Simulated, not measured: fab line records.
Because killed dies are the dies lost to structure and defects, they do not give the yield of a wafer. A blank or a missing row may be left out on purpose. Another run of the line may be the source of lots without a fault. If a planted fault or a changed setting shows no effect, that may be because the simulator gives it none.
Which of the tools did it? :: flow n5-finfet :: 12 lots, 36 wafers sampled, at 3 steps of a route of 1938

== WHAT THE GAUGES READ, wafer by wafer ==
N5_BEOL_M5_THK_MEAS_01. Usual: M5_ILD_THK 120.9 nm, standard deviation 1.6.
lot: L771
measured: day 8 00:04
on: film-metro-02
M5_ILD_THK (nm): 122.9 123.4 123.9
flag: 

lot: L773
measured: day 8 22:49
on: film-metro-02
M5_ILD_THK (nm): 122.3 123.6 124.7
flag: 

lot: L772
measured: day 9 10:19
on: film-metro-01
M5_ILD_THK (nm): 122.2 121.5 121.7
flag: 

lot: L774
measured: day 9 16:17
on: film-metro-01
M5_ILD_THK (nm): 123.0 122.4 120.6
flag: 

lot: L776
measured: day 10 11:46
on: film-metro-02
M5_ILD_THK (nm): 117.7 122.2 121.1
flag: 

lot: L777
measured: day 10 18:07
on: film-metro-01
M5_ILD_THK (nm): 120.3 120.7 122.8
flag: 

lot: L779
measured: day 10 21:37
on: film-metro-02
M5_ILD_THK (nm): 118.2 121.1 120.4
flag: 

lot: L785
measured: day 12 12:42
on: film-metro-01
M5_ILD_THK (nm): 118.3 117.8 120.2
flag: 

lot: L788
measured: day 13 00:07
on: film-metro-01
M5_ILD_THK (nm): 119.8 119.9 121.7
flag: 

lot: L790
measured: day 13 12:15
on: film-metro-02
M5_ILD_THK (nm): 120.4 121.3 121.4
flag: 

lot: L791
measured: day 14 06:10
on: film-metro-02
M5_ILD_THK (nm): 121.3 120.3 118.1
flag: 

lot: L793
measured: day 14 09:04
on: film-metro-01
M5_ILD_THK (nm): 117.7 117.4 121.1
flag: 

N5_BEOL_M5_INSPECT_13: inspects for defects (brightfield). Usual: raw-defect-count 393, standard deviation 95.
lot: L771
measured: day 8 01:17
on: defect-inspect-02
raw-defect-count: 388 306 420
flag: 

lot: L773
measured: day 9 00:03
on: defect-inspect-02
raw-defect-count: 287 320 403
flag: 

lot: L772
measured: day 9 11:21
on: defect-inspect-02
raw-defect-count: 330 302 375
flag: 

lot: L774
measured: day 9 17:55
on: defect-inspect-02
raw-defect-count: 443 465 574
flag: 

lot: L776
measured: day 10 14:56
on: defect-inspect-01
raw-defect-count: 310 334 449
flag: 

lot: L777
measured: day 10 18:53
on: defect-inspect-01
raw-defect-count: 506 492 571
flag: 

lot: L779
measured: day 10 23:11
on: defect-inspect-01
raw-defect-count: 401 453 374
flag: 

lot: L785
measured: day 12 14:36
on: defect-inspect-02
raw-defect-count: 353 348 355
flag: 

lot: L788
measured: day 13 01:22
on: defect-inspect-02
raw-defect-count: 270 424 344
flag: 

lot: L790
measured: day 13 13:57
on: defect-inspect-01
raw-defect-count: 251 391 186
flag: 

lot: L791
measured: day 14 07:50
on: defect-inspect-02
raw-defect-count: 364 475 463
flag: 

lot: L793
measured: day 14 09:46
on: defect-inspect-01
raw-defect-count: 350 475 440
flag: 

== WHAT TOOL EACH LOT RAN ON (gives the tool, then ch and the chambers of the sampled wafers, and finally the start) ==
lot: L771
N5_BEOL_M5_CURE_79: uv-cure-02 ch 1, day 7 23:34

lot: L773
N5_BEOL_M5_CURE_79: uv-cure-01 ch 2, day 8 22:08

lot: L772
N5_BEOL_M5_CURE_79: uv-cure-02 ch 2, day 9 10:02

lot: L774
N5_BEOL_M5_CURE_79: uv-cure-02 ch 1, day 9 15:46

lot: L776
N5_BEOL_M5_CURE_79: uv-cure-02 ch 2, day 10 11:15

lot: L777
N5_BEOL_M5_CURE_79: uv-cure-02 ch 2, day 10 17:36

lot: L779
N5_BEOL_M5_CURE_79: uv-cure-03 ch 1, day 10 20:56

lot: L785
N5_BEOL_M5_CURE_79: uv-cure-01 ch 0, day 12 12:11

lot: L788
N5_BEOL_M5_CURE_79: uv-cure-01 ch 1, day 12 23:41

lot: L790
N5_BEOL_M5_CURE_79: uv-cure-01 ch 0, day 13 11:49

lot: L791
N5_BEOL_M5_CURE_79: uv-cure-03 ch 0, day 14 05:39

lot: L793
N5_BEOL_M5_CURE_79: uv-cure-02 ch 2, day 14 08:34
- N5_BEOL_M5_CURE_79: cures SiCOH lowk, time 240 s.

== WHAT THE TOOLS THEMSELVES READ (means of the sampled wafers that have a number; where no wafer has one, the mark that the record gives instead) ==
N5_BEOL_M5_CURE_79. Usual: lamp-power-pct 52.31 %, standard deviation 0.056; wafer_temp_C_max 386.8, standard deviation 0.7.
lot: L771
tool: uv-cure-02
lamp-power-pct (%): 52.29
wafer_temp_C_max: 387.8
flag: 

lot: L773
tool: uv-cure-01
lamp-power-pct (%): 52.27
wafer_temp_C_max: 387.5
flag: 

lot: L772
tool: uv-cure-02
lamp-power-pct (%): 52.31
wafer_temp_C_max: 386.8
flag: 

lot: L774
tool: uv-cure-02
lamp-power-pct (%): 52.30
wafer_temp_C_max: 388.0
flag: 

lot: L776
tool: uv-cure-02
lamp-power-pct (%): 52.37
wafer_temp_C_max: 386.6
flag: 

lot: L777
tool: uv-cure-02
lamp-power-pct (%): 52.33
wafer_temp_C_max: 386.8
flag: 

lot: L779
tool: uv-cure-03
lamp-power-pct (%): 52.34
wafer_temp_C_max: 386.1
flag: 

lot: L785
tool: uv-cure-01
lamp-power-pct (%): 52.31
wafer_temp_C_max: 386.3
flag: 

lot: L788
tool: uv-cure-01
lamp-power-pct (%): 52.23
wafer_temp_C_max: 387.1
flag: 

lot: L790
tool: uv-cure-01
lamp-power-pct (%): 52.38
wafer_temp_C_max: 387.0
flag: 

lot: L791
tool: uv-cure-03
lamp-power-pct (%): 52.35
wafer_temp_C_max: 386.8
flag: 

lot: L793
tool: uv-cure-02
lamp-power-pct (%): 52.39
wafer_temp_C_max: 387.6
flag: 

== THE ANSWER, worked out from the rows above alone ==
Rule: lot off if the mean of its wafers having a number is beyond 3 standard deviations from the usual mean. Also off: a lot with no number at a reading for which 4 or more lots have one. Any other lot the step has rows for is counted as sound. The gauges are gone through in route order, then the tools' own readings, and for those a lot's mean is taken as printed above. The first step at which some lot is off is used, and at that step the reading that is off furthest; a lot without a number counts as furthest.
None of the lots is off at any reading shown; this tells nothing.

== WHAT THE SIMULATOR PUT IN ==
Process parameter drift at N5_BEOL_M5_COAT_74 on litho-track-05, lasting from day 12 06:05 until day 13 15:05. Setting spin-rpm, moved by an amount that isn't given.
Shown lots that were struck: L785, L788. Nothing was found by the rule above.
